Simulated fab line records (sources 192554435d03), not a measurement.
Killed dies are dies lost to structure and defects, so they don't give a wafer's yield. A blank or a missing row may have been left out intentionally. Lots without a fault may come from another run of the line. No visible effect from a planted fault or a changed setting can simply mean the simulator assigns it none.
Matching of chambers	flow n5Finfet	rieDiel-01 running N5_BEOL_M9_DESCUM_33: 4 sister chambers
The step chemistry O2, time 7 s. 8 wafers are shown with their chamber, then 8 later ones without.

WAFERS, EACH WITH ITS CHAMBER
wafer	chamber	throttleValvePct (%)	showerheadPlenumPTorr (Torr)
L082.5	3	20.33	2.15
L084.1	2	20.60	2.08
L084.2	1	19.89	2.05
L084.3	0	20.47	2.21
L086.1	1	19.88	2.05
L086.2	0	20.47	2.21
L086.4	2	20.61	2.07
L091.1	3	20.36	2.14

WAFERS MISSING THEIR CHAMBER
wafer	throttleValvePct (%)	showerheadPlenumPTorr (Torr)
L091.2	19.90	2.04
L091.6	19.91	2.04
L095.1	20.50	2.20
L095.2	20.63	2.07
L095.6	20.62	2.07
L097.1	19.92	2.04
L097.2	20.52	2.20
L097.5	20.64	2.07

CHAMBER TAKEN BY EACH
wafer	from the rows above	in truth
L091.2	1	1
L091.6	1	1
L095.1	0	0
L095.2	2	2
L095.6	2	2
L097.1	1	1
L097.2	0	0
L097.5	2	2
Placed correctly: 8 of 8. Left unplaced by these rows: 0. Number placed wrongly: 0.
How it was worked out, from the rows above alone: a wafer's distance from a chamber is the root of the sum, over the readings, of the square of ((its reading less the chamber's mean) divided by the reading's scatter). If the next closest chamber is less than 2 further off than the closest, the wafer can't be placed; otherwise it belongs to the closest. The mean given for a chamber averages the wafers shown for that chamber. The scatter: the root of (the sum of the squares of (reading less its chamber's mean) over the shown wafers, divided by (wafers less chambers)).
